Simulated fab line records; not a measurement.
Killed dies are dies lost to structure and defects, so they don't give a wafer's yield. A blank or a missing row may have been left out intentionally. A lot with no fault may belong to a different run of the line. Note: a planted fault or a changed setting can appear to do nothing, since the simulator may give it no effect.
Split-lot trial ; flow n5-finfet ; on a route of 1938 steps: 7 lots, 21 wafers read

ON THE SPLIT
At N5_BEOL_M10_COAT_64 (time 60 s, resist thk 30 nm), the setting spin-rpm was moved away from the recipe's 1500 rpm on 6 of the 21 wafers read, by -7.0% to +7.8%. This setting was run at the recipe's value on the other wafers.

Reading taken at the split's own step.

THE READING
SiARC_of_BEOL_M10_COAT_64.thk-nm (the simulator's own value, which no gauge read), in nm, at N5_BEOL_M10_COAT_64 (time 60 s, resist thk 30 nm). There is no usual value for it anywhere in the file. Here, 15 wafers ran the recipe; their average is 30.0 nm with a standard deviation of 0.14 nm.

wafer;tool, chamber at the split;spin-rpm as run, rpm;against the recipe;SiARC_of_BEOL_M10_COAT_64.thk-nm, nm;against lot-mates on the recipe
L075.1;litho-track-01, 0;1397;-6.9%;31;+1.0
L075.5;litho-track-01, 0;1397;-6.9%;31;+1.0
L075.4;litho-track-01, 0;1500;recipe;30;-
L077.2;litho-track-03, 0;1500;recipe;30.2;-
L077.3;litho-track-03, 0;1425;-5.0%;30.8;+0.7
L077.5;litho-track-03, 0;1500;recipe;30;-
L078.2;litho-track-03, 0;1500;recipe;29.8;-
L078.5;litho-track-03, 0;1500;recipe;29.8;-
L078.4;litho-track-03, 0;1500;recipe;30;-
L083.2;litho-track-02, 0;1500;recipe;30;-
L083.4;litho-track-02, 0;1500;recipe;30;-
L083.6;litho-track-02, 0;1444;-3.7%;30.6;+0.6
L088.1;litho-track-02, 0;1500;recipe;30;-
L088.4;litho-track-02, 0;1500;recipe;30;-
L088.5;litho-track-02, 0;1617;+7.8%;29;-1.0
L090.3;litho-track-01, 0;1500;recipe;30;-
L090.5;litho-track-01, 0;1500;recipe;29.8;-
L090.6;litho-track-01, 0;1500;recipe;29.8;-
L092.1;litho-track-03, 0;1395;-7.0%;31.4;+1.2
L092.2;litho-track-03, 0;1500;recipe;30.2;-
L092.5;litho-track-03, 0;1500;recipe;30.2;-

THE FIT
A straight line over all 21 wafers: SiARC_of_BEOL_M10_COAT_64.thk-nm changes by -0.153 nm for each +1% of spin-rpm; r = -0.96; the points scatter about the line by 0.15 nm.
The same after taking each lot's own level away (the mean of its wafers on the recipe; 21 wafers): -0.145 nm for each +1%; r = -0.99; scatter 0.08 nm.
Per that fit: largest spin-rpm move, reading shift of 1.1 nm.
The span of the lots' own levels, 29.87 to 30.20 nm, comes to 2.5 times the standard deviation stated above.
The two slopes are in agreement: the lot-to-lot level therefore moves the slope only a little.
Check: with one of the wafers moved furthest among these (+7.8%) left out of the fit, the line predicts -1.19 nm for it against its lot-mates. It came out at -1 nm against them.

FURTHER SPLITS ON THESE WAFERS
These wafers also went through other splits before the reading. Each is held against what the fit with the lots' levels taken away leaves over:
other split on the same wafers;wafers away from the commonest value;r with SiARC_of_BEOL_M10_COAT_64.thk-nm (lot level and that fit taken away)
N5_BEOL_M4_COAT_62 spin-rpm;7;-0.16
N5_BEOL_M5_DESCUM_16 time-s;7;-0.08
N5_BEOL_M5_ETCH_72 source-w;6;-0.06
N5_BEOL_M6_COAT_22 spin-rpm;6;+0.16
N5_BEOL_M6_EXPOSE_25 dose-mj;8;+0.14
N5_BEOL_M7_VIA_ETCH_34 source-w;5;-0.01
N5_BEOL_M7_ETCH_41 bias-w;6;-0.08

THE FILE'S OWN FIT
SiARC_of_BEOL_M10_COAT_64.thk-nm changes by -0.147 nm for each +1% of spin-rpm, r = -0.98.
